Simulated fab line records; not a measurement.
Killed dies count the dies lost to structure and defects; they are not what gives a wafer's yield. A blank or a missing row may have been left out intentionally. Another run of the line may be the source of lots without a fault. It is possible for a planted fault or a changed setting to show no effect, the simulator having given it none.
Chamber matching :: flow nand_harc :: 4 sister chambers for NHARC_P_BONDPAD_ACTIVATE_29 on rie_diel-05
The step chemistry N2, time 60 s. 22 wafers are shown with their chamber, then 11 later ones without.

## WAFERS PAIRED WITH THEIR CHAMBERS
wafer: L341.1
chamber: 3
showerhead_plenum_p_Torr (Torr): 1.82
drypump_motor_current_A (A): 5.6
oes_product_au (a.u.): 1.007

wafer: L341.5
chamber: 0
showerhead_plenum_p_Torr (Torr): 1.84
drypump_motor_current_A (A): 6.2
oes_product_au (a.u.): 0.982

wafer: L341.6
chamber: 3
showerhead_plenum_p_Torr (Torr): 1.82
drypump_motor_current_A (A): 5.7
oes_product_au (a.u.): 1.007

wafer: L343.2
chamber: 0
showerhead_plenum_p_Torr (Torr): 1.84
drypump_motor_current_A (A): 6.2
oes_product_au (a.u.): 0.991

wafer: L343.3
chamber: 2
showerhead_plenum_p_Torr (Torr): 1.78
drypump_motor_current_A (A): 5.0
oes_product_au (a.u.): 1.009

wafer: L343.5
chamber: 3
showerhead_plenum_p_Torr (Torr): 1.82
drypump_motor_current_A (A): 5.7
oes_product_au (a.u.): 1.013

wafer: L344.1
chamber: 1
showerhead_plenum_p_Torr (Torr): 1.89
drypump_motor_current_A (A): 6.6
oes_product_au (a.u.): 1.003

wafer: L344.5
chamber: 0
showerhead_plenum_p_Torr (Torr): 1.84
drypump_motor_current_A (A): 6.2
oes_product_au (a.u.): 0.987

wafer: L344.6
chamber: 1
showerhead_plenum_p_Torr (Torr): 1.89
drypump_motor_current_A (A): 6.6
oes_product_au (a.u.): 1.002

wafer: L348.1
chamber: 3
showerhead_plenum_p_Torr (Torr): 1.82
drypump_motor_current_A (A): 5.6
oes_product_au (a.u.): 0.997

wafer: L348.4
chamber: 1
showerhead_plenum_p_Torr (Torr): 1.89
drypump_motor_current_A (A): 6.6
oes_product_au (a.u.): 0.997

wafer: L348.6
chamber: 2
showerhead_plenum_p_Torr (Torr): 1.78
drypump_motor_current_A (A): 5.0
oes_product_au (a.u.): 1.006

wafer: L347.1
chamber: 3
showerhead_plenum_p_Torr (Torr): 1.82
drypump_motor_current_A (A): 5.6
oes_product_au (a.u.): 1.002

wafer: L347.4
chamber: 1
showerhead_plenum_p_Torr (Torr): 1.89
drypump_motor_current_A (A): 6.6
oes_product_au (a.u.): 0.993

wafer: L347.6
chamber: 0
showerhead_plenum_p_Torr (Torr): 1.84
drypump_motor_current_A (A): 6.1
oes_product_au (a.u.): 0.988

wafer: L350.2
chamber: 0
showerhead_plenum_p_Torr (Torr): 1.84
drypump_motor_current_A (A): 6.2
oes_product_au (a.u.): 0.998

wafer: L350.3
chamber: 1
showerhead_plenum_p_Torr (Torr): 1.89
drypump_motor_current_A (A): 6.6
oes_product_au (a.u.): 1.007

wafer: L350.5
chamber: 2
showerhead_plenum_p_Torr (Torr): 1.78
drypump_motor_current_A (A): 5.0
oes_product_au (a.u.): 1.006

wafer: L358.1
chamber: 0
showerhead_plenum_p_Torr (Torr): 1.83
drypump_motor_current_A (A): 6.2
oes_product_au (a.u.): 0.994

wafer: L358.2
chamber: 2
showerhead_plenum_p_Torr (Torr): 1.78
drypump_motor_current_A (A): 5.0
oes_product_au (a.u.): 1.004

wafer: L358.4
chamber: 3
showerhead_plenum_p_Torr (Torr): 1.82
drypump_motor_current_A (A): 5.7
oes_product_au (a.u.): 0.995

wafer: L359.1
chamber: 0
showerhead_plenum_p_Torr (Torr): 1.83
drypump_motor_current_A (A): 6.2
oes_product_au (a.u.): 0.981

SIGNATURES (averages over the wafers above)
reading: showerhead_plenum_p_Torr
chamber 0: 1.8371
chamber 1: 1.8900
chamber 2: 1.7800
chamber 3: 1.8200
scatter within a chamber: 0.00282

reading: drypump_motor_current_A
chamber 0: 6.186
chamber 1: 6.600
chamber 2: 5.000
chamber 3: 5.650
scatter within a chamber: 0.0362

reading: oes_product_au
chamber 0: 0.98871
chamber 1: 1.00040
chamber 2: 1.00625
chamber 3: 1.00350
scatter within a chamber: 0.00573
Rule: for a wafer and a chamber, the distance is found by dividing, reading by reading, the gap between the wafer's reading and the chamber's mean by the reading's scatter, squaring, summing and taking the root. The wafer belongs to the nearest chamber; if the next one is less than 2 further off, it can't be placed. The scatter is the square root of a quotient: the sum, over the shown wafers, of each reading's squared deviation from its chamber's mean, divided by wafers minus chambers.

## WAFERS MISSING THEIR CHAMBER
wafer: L359.3
showerhead_plenum_p_Torr (Torr): 1.82
drypump_motor_current_A (A): 5.7
oes_product_au (a.u.): 1.006

wafer: L359.4
showerhead_plenum_p_Torr (Torr): 1.78
drypump_motor_current_A (A): 5.0
oes_product_au (a.u.): 1.014

wafer: L361.1
showerhead_plenum_p_Torr (Torr): 1.82
drypump_motor_current_A (A): 5.7
oes_product_au (a.u.): 0.996

wafer: L361.2
showerhead_plenum_p_Torr (Torr): 1.89
drypump_motor_current_A (A): 6.6
oes_product_au (a.u.): 0.995

wafer: L361.3
showerhead_plenum_p_Torr (Torr): 1.78
drypump_motor_current_A (A): 5.0
oes_product_au (a.u.): 1.001

wafer: L362.2
showerhead_plenum_p_Torr (Torr): 1.78
drypump_motor_current_A (A): 5.0
oes_product_au (a.u.): 1.006

wafer: L362.4
showerhead_plenum_p_Torr (Torr): 1.82
drypump_motor_current_A (A): 5.6
oes_product_au (a.u.): 0.997

wafer: L362.6
showerhead_plenum_p_Torr (Torr): 1.89
drypump_motor_current_A (A): 6.6
oes_product_au (a.u.): 1.003

wafer: L363.1
showerhead_plenum_p_Torr (Torr): 1.83
drypump_motor_current_A (A): 6.2
oes_product_au (a.u.): 0.999

wafer: L363.3
showerhead_plenum_p_Torr (Torr): 1.89
drypump_motor_current_A (A): 6.6
oes_product_au (a.u.): 1.003

wafer: L363.5
showerhead_plenum_p_Torr (Torr): 1.89
drypump_motor_current_A (A): 6.6
oes_product_au (a.u.): 0.997

## WHICH CHAMBER EACH ONE RAN IN
wafer: L359.3
from the rows above: 3
in truth: 3

wafer: L359.4
from the rows above: 2
in truth: 2

wafer: L361.1
from the rows above: 3
in truth: 3

wafer: L361.2
from the rows above: 1
in truth: 1

wafer: L361.3
from the rows above: 2
in truth: 2

wafer: L362.2
from the rows above: 2
in truth: 2

wafer: L362.4
from the rows above: 3
in truth: 3

wafer: L362.6
from the rows above: 1
in truth: 1

wafer: L363.1
from the rows above: 0
in truth: 0

wafer: L363.3
from the rows above: 1
in truth: 1

wafer: L363.5
from the rows above: 1
in truth: 1
Correctly placed: 11 of 11. Can't be placed from these rows: 0. Placed wrongly: 0.
